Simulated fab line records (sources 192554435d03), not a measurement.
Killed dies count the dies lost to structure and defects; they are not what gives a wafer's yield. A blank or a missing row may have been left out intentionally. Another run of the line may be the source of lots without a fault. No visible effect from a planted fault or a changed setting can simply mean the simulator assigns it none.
fab line records	flow n5Finfet
[record] lots = 5	wafers = 14	lastDay = 19
route steps=1938 shown STI_FIN_REVEAL@186 DUMMY_GATE@212 BEOL_M4@1111 PASSIVATION@1936
lots that met no fault: taken from a fault-free run of the same line
startH: hours from the record's opening day to when the first of the lot's shown wafers began	waitH: time in hours since the lot's previous step	" as in the row above	L1.1+2: one row covering several wafers at once	- value missing, or start not given	* or withheld: withheld	< > ~ a bound
route shown NAME@n: NAME is a module with steps in the file, n the number in the route of the first one	usual: mean/standard deviation taken from wafers without a fault	same: alike in all rows	chamber/n: place in a boat	sites: each site's reading	_std_site: their standard deviation	_edge_site: inner sites' mean taken away from outer sites' mean	radiusMm: for every site, how far away it sits from the centre of the wafer	mask NAME#n: copy n	behind: tool/chamber where the wafer was last shaped	hold: why the lot went on hold/how many hours it stayed there/how the hold came to an end	device: which transistor (n, p or np) failed to switch	end of line: at the end of the route, the tests of the same wafers	for a step that has no rows: nothing shown but its recipe	killed: count of dies lost to structure and defects at first sort (not the wafer's yield)	map: a wafer's dies, marking killed ones x, the rest . and places with no die _
set.NAME: the run value of the setting; set.NAME@STEP: its run value at that earlier step	model.NAME: the simulator's own value behind a step, which no gauge read
lots at some steps of the route; a table a step, a row a wafer
[[steps]]
[step N5_STI_FIN_REVEAL_DENSIFY_02]
[recipe] tempC = 650	ambient = steam	timeS = 1800	idleTempC = 400	densificationPH2oTorr = 640
[step N5_STI_FIN_REVEAL_CMP_04]
[recipe] stopOn = Si3N4	tOverpolishS = 4	downForcePsi = 2	platenRpm = 54.18	postCmpClean = alkalineBrush	padVelocityMS = 1.078	targetThkNm = 131.83
[step N5_STI_FIN_REVEAL_DENSIFY_30]
[recipe] tempC = *	timeS = *	ambient = N2	idleTempC = 600	rampUpCPerS = 150	rampDownCPerS = 60	coolToC = 600
[step N5_STI_FIN_REVEAL_ETCHBACK_08]
[recipe] chemistry = C4F6/O2	target = SiO2	targetDepthA = 305	timeS = 10.167	ionEnergyEv = 250	pressureMtorr = 30	sourceW = 345	biasW = 185	Ar_flow_sccm = 300	C4F6_flow_sccm = 10	O2_flow_sccm = 10
[step N5_STI_FIN_REVEAL_STRIP_24]
[recipe] chemistry = N2/H2	timeS = 90	powerW = 100	tempC = 40	pressureMtorr = 100	rfFrequencyHz = 6e+07	biasPowerW = 3	n2FlowSccm = 300	h2FlowSccm = 300
[step N5_STI_FIN_REVEAL_PRECLEAN_25]
[recipe] chemistry = SPM	timeS = 90	tempC = 120	mix = 4:1
[step N5_STI_FIN_REVEAL_PRECLEAN_26]
[recipe] chemistry = SC1	timeS = 45	tempC = 46	mix = 1:2:100
[step N5_STI_FIN_REVEAL_PRECLEAN_29]
[recipe] chemistry = DHF	timeS = 30	tempC = 25	dilution = 300:1
[step N5_STI_FIN_REVEAL_SRD_12]
[recipe] timeS = 30	tempC = 23	rinseLiquid = diw	dry = ipaMarangoni
[step N5_STI_FIN_REVEAL_RECESS_09]
[recipe] chemistry = HF/NH3	target = SiO2	afsCycles = 11	targetDepthA = 425	tempC = 30	sublimationTempC = 180	sublimationTimeS = 60
[step N5_STI_FIN_REVEAL_STRIP_16]
[recipe] chemistry = H3PO4	material = SiNx	tempC = 165	targetDepthA = 238	overetchFraction = 0.4964	dry = ipaMarangoni
[step N5_STI_FIN_REVEAL_PRECLEAN_17]
[recipe] chemistry = NF3:NH3	afsCycles = 1	tempC = 30	timeS = 20	sublimationTempC = 180	sublimationTimeS = 60	pressureTorr = 3	rfPowerW = 30
[usual] sublimationTempC = 179.97/0.15
lot.wafer	tool	chamber	startH	waitH	sublimationTempC
L627.1	remotePlasma-02	1	98.04	0.0	180.20
L627.3	"	1	"	"	180.08
L627.5	"	1	"	"	179.90
L628.1	remotePlasma-02	0	104.65	0.0	179.67
L628.2	"	0	"	"	179.89
L628.4	"	0	"	"	179.78
L630.1	remotePlasma-02	0	114.23	0.0	179.71
L630.2	"	0	"	"	179.90
L630.3	"	0	"	"	180.01
L639.1	remotePlasma-02	0	169.85	0.0	180.01
L639.2	"	0	"	"	179.99
L639.4	"	0	"	"	179.96
L640.2	remotePlasma-02	1	176.03	0.1	180.20
L640.6	"	1	"	"	180.04
[step N5_STI_FIN_REVEAL_ETCH_34]
[recipe] chemistry = H2	mode = isotropic	material = Si	target = Si	targetDepthA = 9.7	tempC = 20	pressureMtorr = 4.5	icpW = 300	biasW = 0	h2FlowSccm = 7.5	heFlowSccm = 142.5
[step N5_STI_FIN_REVEAL_OXIDATION_31]
[recipe] chemistry = O2_PLASMA_REMOTE	tempC = 150	timeS = 20	pressureMtorr = 1000	sourcePowerW = 2000	o2FlowSccm = 3000
[step N5_STI_FIN_REVEAL_PRECLEAN_32]
[recipe] chemistry = NF3:NH3	afsCycles = 1	tempC = 30	timeS = 20	sublimationTempC = 180	sublimationTimeS = 60	pressureTorr = 3	rfPowerW = 30
[step N5_STI_FIN_REVEAL_STRIP_35]
[recipe] chemistry = H3PO4	material = Si3N4	tempC = 165	targetDepthA = 40	timeS = 39
[step N5_STI_FIN_REVEAL_SRD_21]
[recipe] dry = ipaMarangoni	timeS = 30	tempC = 23	rinseLiquid = diw
[step N5_STI_FIN_REVEAL_OXIDATION_33]
[recipe] chemistry = O2_PLASMA_REMOTE	tempC = 150	timeS = 20	pressureMtorr = 1000	sourcePowerW = 2000	o2FlowSccm = 3000
[step N5_STI_FIN_REVEAL_CLEAN_19]
[recipe] chemistry = O3/DIW	tempC = 25	timeS = 120	o3Ppm = 10
[step N5_STI_FIN_REVEAL_SRD_23]
[recipe] dry = ipaMarangoni	timeS = 30	tempC = 23	rinseLiquid = diw
[step N5_STI_FIN_REVEAL_PRECLEAN_18]
[recipe] chemistry = SC2	timeS = 45	tempC = 35	mix = 1:1:50
[step N5_STI_FIN_REVEAL_SRD_28]
[recipe] dry = ipaMarangoni	timeS = 30	tempC = 23	rinseLiquid = diw
[step N5_STI_FIN_REVEAL_INSPECT_13]
[recipe] inspectInstrument = darkfield	mode = postClean
[usual] rawDefectCount = 13/5.8
lot.wafer	tool	chamber	startH	waitH	rawDefectCount
L627.1	defectInspect-02	-	98.95	0.0	290
L627.3	"	-	"	"	308
L627.5	"	-	"	"	295
L628.1	defectInspect-01	-	105.55	0.0	306
L628.2	"	-	"	"	273
L628.4	"	-	"	"	301
L630.1	defectInspect-02	-	115.13	0.0	295
L630.2	"	-	"	"	284
L630.3	"	-	"	"	312
L639.1	defectInspect-02	-	170.75	0.0	16
L639.2	"	-	"	"	3
L639.4	"	-	"	"	14
L640.2	defectInspect-02	-	176.90	0.0	7
L640.6	"	-	"	"	12
[step N5_DUMMY_GATE_PRECLEAN_00]
[recipe] chemistry = O3/DIW	timeS = 60	tempC = 22	o3Ppm = 10
[step N5_BEOL_M4_RC_MEAS_101]
[usual] DIBL_N = 36.4/2.2	DIBL_P = 36.3/2.5	IOFF_N = 0.17/0.052	IOFF_P = 0.23/0.049	ION_N = 674/17	ION_P = 464/11	SS_N = 71.7/0.98	SS_P = 73.3/0.84	VT_N = 250/4	VT_P = -249/3.8
lot.wafer	tool	chamber	startH	waitH	DIBL_N[mV/V]	DIBL_P[mV/V]	IOFF_N[nA/um]	IOFF_P[nA/um]	ION_N[uA/um]	ION_P[uA/um]	SS_N[mV/dec]	SS_P[mV/dec]	VT_N[mV]	VT_P[mV]
L627.1	prober-02	0	271.98	0.0	37.8	39.6	0.17	0.27	670	464	72.3	74.1	250	-248
L627.3	"	0	"	"	37.4	38.4	0.17	0.23	690	471	72.0	74.0	249	-252
L627.5	"	0	"	"	37.0	37.8	0.16	0.23	670	458	72.0	73.0	253	-249
L628.1	prober-01	0	275.56	0.0	33.8	34.0	0.10	0.15	647	449	70.9	72.5	258	-252
L628.2	"	0	"	"	33.4	33.4	0.11	0.15	665	460	70.4	72.0	254	-256
L628.4	"	0	"	"	37.0	39.1	0.19	0.25	695	476	71.6	73.7	245	-249
L630.1	prober-02	0	284.41	0.0	37.6	37.1	0.18	0.23	681	466	70.9	73.2	247	-250
L630.2	"	0	"	"	37.7	36.5	0.17	0.21	684	467	71.8	73.5	249	-250
L630.3	"	0	"	"	40.9	40.0	0.26	0.29	668	453	72.9	74.3	242	-246
L639.1	prober-01	0	348.53	0.0	31.1	30.3	0.11	0.15	671	467	70.5	72.2	252	-253
L639.2	"	0	"	"	36.1	35.9	0.17	0.23	684	469	71.5	73.6	250	-248
L639.4	"	0	"	"	36.1	34.6	0.16	0.20	636	449	72.6	73.1	255	-251
L640.2	prober-01	0	349.62	0.9	37.3	37.8	0.17	0.24	683	472	71.9	73.3	250	-249
L640.6	"	0	"	"	33.2	32.8	0.11	0.17	648	457	71.4	71.8	254	-253
[step N5_PASSIVATION_PROBE_49]
[usual] defectLimitedYield = 91.2/1.4	killed_at_M0_to_M3 = 34/9.3	killed_at_M4_up = 14/5.9	killedAtContacts = 14/5.7	killedAtFrontEnd = 38/10	killedAtOther = 4/3.2	killedDies = 104/17	killedOnRim = 14/4	killedOpen = 67/13	killedShort = 33/6.9	sort_bin_5_function = 5.2/1	sort_bin_6_memory = 3.3/0.61	sort_bin_8_speed = 0.3/1.8	sortNPass = 1069/52	sortYieldPct = 91/4.4
[same] grossDies = 1180	killedAtBackSide = 0	sort_bin_4_leakage[%] = 0
lot.wafer	tool	chamber	startH	waitH	defectLimitedYield[%]	killed_at_M0_to_M3	killed_at_M4_up	killedAtContacts	killedAtFrontEnd	killedAtOther	killedDies	killedOnRim	killedOpen	killedShort	sort_bin_5_function[%]	sort_bin_6_memory[%]	sort_bin_8_speed[%]	sortNPass	sortYieldPct[%]
L627.1	prober-01	-	376.23	0.0	83.4	47	30	12	104	3	196	28	87	33	11.4	4.2	0	984	83
L627.3	prober-01	-	376.33	0.1	84.2	31	31	12	113	0	187	32	81	23	9.7	4.8	0	993	84
L627.5	prober-01	-	376.43	0.2	85.5	22	11	9	125	4	171	23	62	21	9.9	3.5	0	1009	86
L628.1	prober-02	-	385.13	0.0	87.4	30	10	10	96	3	149	29	58	22	7.7	3.8	0	1031	87
L628.2	prober-02	-	385.18	0.1	87.6	30	11	14	87	4	146	25	41	38	8.4	3.3	0	1034	88
L628.4	prober-02	-	385.28	0.2	88.6	25	7	11	86	5	134	25	46	20	7.3	2.9	0	1046	89
L630.1	prober-02	-	398.61	0.0	87.7	21	17	9	95	3	145	31	61	17	7.4	3.6	0	1035	88
L630.2	prober-02	-	398.66	0.1	88.2	22	8	8	94	7	139	25	43	31	7.5	2.8	0	1041	88
L630.3	prober-02	-	398.71	0.1	87.8	31	11	2	94	6	144	26	46	35	7.4	4.0	0	1036	88
// killed by level:class
L627.1 STI_FIN_REVEAL:unspecified=72 BEOL_M2:geometricParticle:open=20 BEOL_M4:geometricParticle:open=15 BEOL_M0_SAQP:geometricParticle:open=13 ILD0:geometricParticle:open=8 MOL_CONTACT_COAG:geometricParticle:open=7 BEOL_M0_SAQP:geometricParticle:short=6 BEOL_M2:geometricParticle:short=6
L627.3 STI_FIN_REVEAL:unspecified=78 BEOL_M4:geometricParticle:open=16 BEOL_M2:geometricParticle:open=16 STI_FIN_REVEAL:geometricParticle:open=8 DUMMY_GATE:geometricParticle:open=7 FIN_SAQP:geometricParticle:open=6 MOL_CONTACT_COAG:geometricParticle:open=6 MOL_CONTACT_COAG:geometricParticle:short=5
L627.5 STI_FIN_REVEAL:unspecified=78 FIN_SAQP:geometricParticle:open=23 BEOL_M2:geometricParticle:open=10 FIN_SAQP:geometricParticle:short=7 MOL_CONTACT_COAG:geometricParticle:open=7 GATE_CUT:geometricParticle:short=4 BEOL_M3:geometricParticle:open=4 STI_FIN_REVEAL:geometricParticle:open=3
L628.1 STI_FIN_REVEAL:unspecified=68 BEOL_M3:geometricParticle:open=11 MOL_CONTACT_COAG:geometricParticle:open=9 BEOL_M2:geometricParticle:open=8 FIN_SAQP:geometricParticle:open=6 STARTING-WAFER:geometricParticle:short=5 DUMMY_GATE:geometricParticle:open=4 BEOL_M5:geometricParticle:open=4
L628.2 STI_FIN_REVEAL:unspecified=61 MOL_CONTACT_COAG:geometricParticle:open=8 BEOL_M0_SAQP:geometricParticle:short=8 FIN_SAQP:geometricParticle:short=6 GATE_CUT:geometricParticle:short=6 MOL_CONTACT_COAG:geometricParticle:short=6 BEOL_M0_SAQP:geometricParticle:open=6 BEOL_M1:geometricParticle:open=6
L628.4 STI_FIN_REVEAL:unspecified=64 MOL_CONTACT_COAG:geometricParticle:open=10 BEOL_M2:geometricParticle:open=7 BEOL_M0_SAQP:geometricParticle:open=6 FIN_SAQP:geometricParticle:open=5 BEOL_M0_SAQP:geometricParticle:short=5 PAD_METAL:geometricParticle:open=4 FIN_SAQP:geometricParticle:short=3
L630.1 STI_FIN_REVEAL:unspecified=65 MOL_CONTACT_COAG:geometricParticle:open=8 BEOL_M2:geometricParticle:open=7 BEOL_M4:geometricParticle:open=7 STI_FIN_REVEAL:geometricParticle:open=6 FIN_SAQP:geometricParticle:open=5 BEOL_M1:geometricParticle:open=5 STARTING-WAFER:geometricParticle:short=4
L630.2 STI_FIN_REVEAL:unspecified=63 FIN_SAQP:geometricParticle:short=5 STI_FIN_REVEAL:geometricParticle:open=5 BEOL_M3:geometricParticle:open=5 MOL_CONTACT_COAG:geometricParticle:short=4 MOL_CONTACT_COAG:geometricParticle:open=4 PAD_METAL:geometricParticle:open=4 FIN_SAQP:geometricParticle:open=3
L630.3 STI_FIN_REVEAL:unspecified=59 STI_FIN_REVEAL:geometricParticle:open=8 BEOL_M1:geometricParticle:open=8 GATE_CUT:geometricParticle:short=7 BEOL_M4:geometricParticle:open=7 BEOL_M1:geometricParticle:short=6 BEOL_M3:geometricParticle:open=6 BEOL_M0_SAQP:geometricParticle:short=5
// map L627.1 (x killed, . not)
_________________...........x________________
______________....x............._____________
___________.xx...........x.........__________
__________.x......x........x........_________
________.....................x........_______
_______..x..................x...x......______
______.....x.x.........x..x....x..x...x._____
_____.....x...............x...........x..____
____.........x......x...............x.....___
___.....................x.x.............x..__
___.......x.x............x...........x.....__
__..................x.....x.........x......._
__.....x......................x....xx.x....._
_..........x.x............x....xx..x.x......x
_.......x..................x..........x......
_.xx.xx...x..x..x..............x......xx.....
_xxxxx.x.x.....x.....x.........x........x....
_x.xxxxx.xx....x.......x............x......x.
_xxxxxxx.xx.x.............xx................x
_xxxxxxxxxx.....x........x....x..............
_xxxxxxx....................x.......xx..x..xx
__xxxxxxxx..............x..x......x.......x._
__xxxxxxxx.x................x..............x_
___xxxxx.xx.x.x.....x...........x...xx.....__
___x.x.xx....x........x...xx...............__
____..xx..x........x.......x.........x....___
_____.x..........x..x...............x....____
______..x....x.....x.....x...x.....x...._____
_______.x.....x........................______
________.x........x.x................._______
__________.x............x..........._________
___________x.....x..x..............__________
______________...........x......_____________
_________________x.........x.________________
// map L628.1 (x killed, . not)
_________________......x.....________________
______________.....x............_____________
___________..x...x.................__________
__________........x......x.........._________
________....................x....x...._______
_______....x.....................x.....______
______.....x......x...x.....x.........x._____
_____...........x........................____
____xx..x..x.x....x...........x...........___
___...............................x........__
___.........x..x...........................__
__.........................................._
__.x...............x........................_
_............x.............x........x........
_............................................
_.............x......x.....x........x......x.
_..............x...........x............x...x
_............x...............................
_x.................x.........x..............x
_x........................x....x..........x..
_......x.xx............x.....................
__.x....x.....x........x...................._
__....x......x.x...........x......x.x...x..._
___..........xx..........x...x.xx....x.....__
___...............x............x..xxx......__
____.x.........x............x.xx.x.xxx.xx.___
_____...............x........x.xxxxxxx...____
______.......x....x..........x..xxxxxx.x_____
_______.....x..x..............xxxxxxxxx______
________..x.................xxxxxxxxxx_______
__________..................xxxxxxxx_________
___________..........x.....x.xxxxxx__________
______________..x...........xxx._____________
_________________......x.....________________
[[key]]
[firstSign] step = N5_STI_FIN_REVEAL_INSPECT_13	reading = rawDefectCount	direction = up	sigmas = 49	usual = 13	struck = 296
[effect] step = N5_PASSIVATION_PROBE_49	reading = killedAtFrontEnd	direction = up	sigmas = 5.8	usual = 38	struck = 99
[moreKillsBornAt] N5_STI_FIN_REVEAL_PRECLEAN_17@remotePlasma-02 = 608
metAt N5_STI_FIN_REVEAL_PRECLEAN_17
struckWafers L627.1,L627.3,L627.5,L628.1,L628.2,L628.4,L630.1,L630.2,L630.3
[fault] kind = chamberParticleSource	tool = remotePlasma-02	chamber = -	onsetH = 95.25	steps = N5_STI_FIN_REVEAL_PRECLEAN_17	ratePerVisitCm2 = 0.43982	endH = 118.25
